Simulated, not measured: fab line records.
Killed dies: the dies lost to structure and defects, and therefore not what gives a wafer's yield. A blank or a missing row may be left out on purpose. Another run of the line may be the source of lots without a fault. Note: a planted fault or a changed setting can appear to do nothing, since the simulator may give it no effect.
fab line records | flow n5_finfet
record: lots: 7 wafers: 39
route steps=1938 shown ZERO_LAYER@14 FIN_SAQP@102 SD_EPI_P@310 HKMG_FIN@429 BEOL_M0_SAQP@633 BEOL_M2@902 BEOL_M4@1090
start_h: start of the lot's first displayed wafer, in hours after the record's first day | wait_h: how many hours have passed since the lot's step before this one | " unchanged from the row above | L1.1+2: one row covering several wafers at once | - value missing, or start not given | * or withheld: withheld | < > ~ a bound
route shown NAME@n: a module of which the file shows steps, and the number in the route of the first | usual: mean and standard deviation over wafers with no fault | same: alike in all rows | chamber/n: place in a boat | sites: per-site readings | _std_site: the standard deviation of these | _edge_site: mean of outer sites minus mean of inner sites | radius_mm: how far each site lies from the wafer's centre | mask NAME#n: copy n | behind: the last tool/chamber to shape the wafer | hold: why the lot was held/for how many hours/how that ended | device: which transistor (n, p or np) failed to switch | end of line: tests of these same wafers at the route's end | a step given without rows: its recipe and nothing more | killed: dies lost to structure and defects at the first sort, not the wafer's yield | map: shows each die of a wafer: x if killed, . if not, _ if none is there
set.NAME: the setting that was run; set.NAME@STEP: the one run at that earlier step | model.NAME: the simulator's own value behind a step, which no gauge read
lots where settings were altered on purpose, with a table for each step and a row for each wafer
== steps ==
step: N5_ZERO_LAYER_DESCUM_16
recipe: chemistry: O2 time_s: 7.9 source_power_w: 50 bias_power_w: 20 pressure_mtorr: 20 rf_frequency_hz: 2.712e+07 temp_c: 40 o2_flow_sccm: 225
step: N5_FIN_SAQP_HM_DEP_72
recipe: material: SiO2 target_thk_a: 120 temp_c: 400 precursor: SiH4/N2O pressure_torr: 0.75 rf_w: 275 time_s: 7.2
step: N5_SD_EPI_P_ETCHBACK_46
recipe: chemistry: CH3F/O2 mode: anisotropic_etchback target: SiNx target_depth_a: 175 stop_on: SiO2 over_etch_frac: 0.3 ion_energy_ev: 120 pressure_mtorr: 30 source_w: 395 bias_w: 73 Ar_flow_sccm: 150 CH3F_flow_sccm: 30 O2_flow_sccm: 20
step: N5_HKMG_FIN_DEVELOP_11
recipe: develop_time_s: 30 developer: TMAH resist: CAR-ArF dev_temp_c: 23 rinse_liquid: diw dry: air_spin
step: N5_BEOL_M0_SAQP_ILD_DEP_01
recipe: material: SiOC target_thk_a: 454.19 temp_c: 350 precursor: DEMS/O2 pressure_torr: 5 rf_w: 500 time_s: 8.7
step: N5_BEOL_M2_SURFACE_TREAT_85
recipe: gas: Ar time_s: * ion_energy_ev: * ion_current_ma_cm2: 0.5 pressure_mtorr: * ar_flow_sccm: 30
step: N5_BEOL_M4_SPUTTER_86
recipe: material: Cu target_thk_a: 45 temp_c: -20 chamber_pressure_pa: 0.07 power_w: withheld time_s: 8.29
step: N5_BEOL_M4_RC_MEAS_101
usual: REXT_P: 101.7/2.4
columns lot.wafer tool chamber start_h wait_h set.time_s@ZERO_LAYER_DESCUM_16 set.time_s@FIN_SAQP_HM_DEP_72 set.target_depth_a@SD_EPI_P_ETCHBACK_46 set.develop_time_s@HKMG_FIN_DEVELOP_11 set.time_s@BEOL_M0_SAQP_ILD_DEP_01 set.time_s@BEOL_M2_SURFACE_TREAT_85 set.target_thk_a@BEOL_M4_SPUTTER_86 REXT_P[ohm.um]
L078.1 prober-02 0 280.71 0.0 7.9 7.2 175 19.97 4.595 * 45 103.6
L078.2 " 0 " " 7.9 7.2 175 30 8.7 * 21.77 104.4
L078.3 " 0 " " 7.9 7.2 175 30 8.7 * 45 106.1
L078.4 " 0 " " 5.413 7.2 175 19.97 4.595 * 21.77 103.8
L078.5 " 0 " " 5.413 7.2 175 30 4.595 * 45 103.7
L078.6 " 0 " " 5.413 7.2 175 19.97 8.7 * 21.77 105.4
L082.1 prober-02 0 286.55 0.0 10.48 7.2 175 30 8.7 * 45 101.1
L082.2 " 0 " " 10.48 3.913 175 30 10.15 * 67.86 100.3
L082.3 " 0 " " 10.48 7.2 203.8 47.88 8.7 * 67.86 100.6
L082.4 " 0 " " 7.9 3.913 203.8 47.88 10.15 * 67.86 99.8
L082.5 " 0 " " 7.9 3.913 175 47.88 8.7 * 45 101.2
L082.6 " 0 " " 7.9 7.2 203.8 30 10.15 * 45 100.0
L084.1 prober-01 0 303.85 0.0 4.507 7.2 78 30 8.7 * 31.31 -
L084.2 " 0 " " 7.9 11.3 78 30 8.7 * 45 -
L084.3 " 0 " " 7.9 7.2 175 35.68 8.7 * 31.31 103.8
L084.4 " 0 " " 4.507 11.3 175 35.68 8.7 * 45 101.9
L084.5 " 0 " " 7.9 7.2 175 30 8.7 * 45 102.1
L084.6 " 0 " " 4.507 11.3 78 35.68 8.7 * 31.31 -
L083.1 prober-01 0 313.45 0.0 7.9 2.979 89.12 46 6.139 * 37.15 -
L083.2 " 0 " " 7.9 7.2 175 30 8.7 * 45 97.0
L083.3 " 0 " " 7.9 2.979 175 30 8.7 * 37.15 96.7
L083.4 " 0 " " 7.9 7.2 89.12 46 8.7 * 45 -
L083.5 " 0 " " 7.9 2.979 175 46 6.139 * 45 98.3
L083.6 " 0 " " 7.9 7.2 89.12 30 6.139 * 37.15 -
L087.1 prober-02 0 344.81 0.0 7.9 7.2 175 30 8.7 * 57.93 102.1
L087.2 " 0 " " 9.412 7.2 175 30 8.7 * 57.93 102.8
L087.3 " 0 " " 9.412 7.2 234.9 25.01 8.7 * 57.93 96.6
L087.4 " 0 " " 7.9 9.854 234.9 30 8.7 * 45 99.6
L087.5 " 0 " " 9.412 9.854 234.9 25.01 8.7 * 45 97.0
L087.6 " 0 " " 7.9 9.854 175 25.01 8.7 * 45 101.7
L094.1 prober-02 0 358.67 0.0 7.9 7.2 175 30 8.7 * 45 101.0
L094.2 " 0 " " 7.9 7.2 175 30 8.7 * 45 103.0
L094.3 " 0 " " 7.9 7.2 175 30 8.7 * 45 100.8
L097.1 prober-01 0 393.78 0.0 7.9 7.2 175 30 8.7 * 45 100.1
L097.2 " 0 " " 7.9 7.2 94.04 30 8.7 * 68.63 -
L097.3 " 0 " " 3.962 7.2 94.04 30 8.7 * 45 -
L097.4 " 0 " " 7.9 7.2 175 30 8.7 * 68.63 101.8
L097.5 " 0 " " 3.962 7.2 94.04 30 8.7 * 45 -
L097.6 " 0 " " 3.962 7.2 175 30 8.7 * 68.63 100.2
== key ==
split: step: N5_ZERO_LAYER_DESCUM_16 setting: time_s stated_as: 7.9
response none clear
split: step: N5_FIN_SAQP_HM_DEP_72 setting: time_s stated_as: 7.2
response none clear
split: step: N5_SD_EPI_P_ETCHBACK_46 setting: target_depth_a stated_as: 175
response: step: N5_BEOL_M4_RC_MEAS_101 reading: REXT_P slope: -0.133 per: 1% together_with: all explained: 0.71
split: step: N5_HKMG_FIN_DEVELOP_11 setting: develop_time_s stated_as: 30
response none clear
split: step: N5_BEOL_M0_SAQP_ILD_DEP_01 setting: time_s stated_as: 8.7
response none clear
split: step: N5_BEOL_M2_SURFACE_TREAT_85 setting: time_s stated_as: *
response none clear
split: step: N5_BEOL_M4_SPUTTER_86 setting: target_thk_a stated_as: 45
response none clear
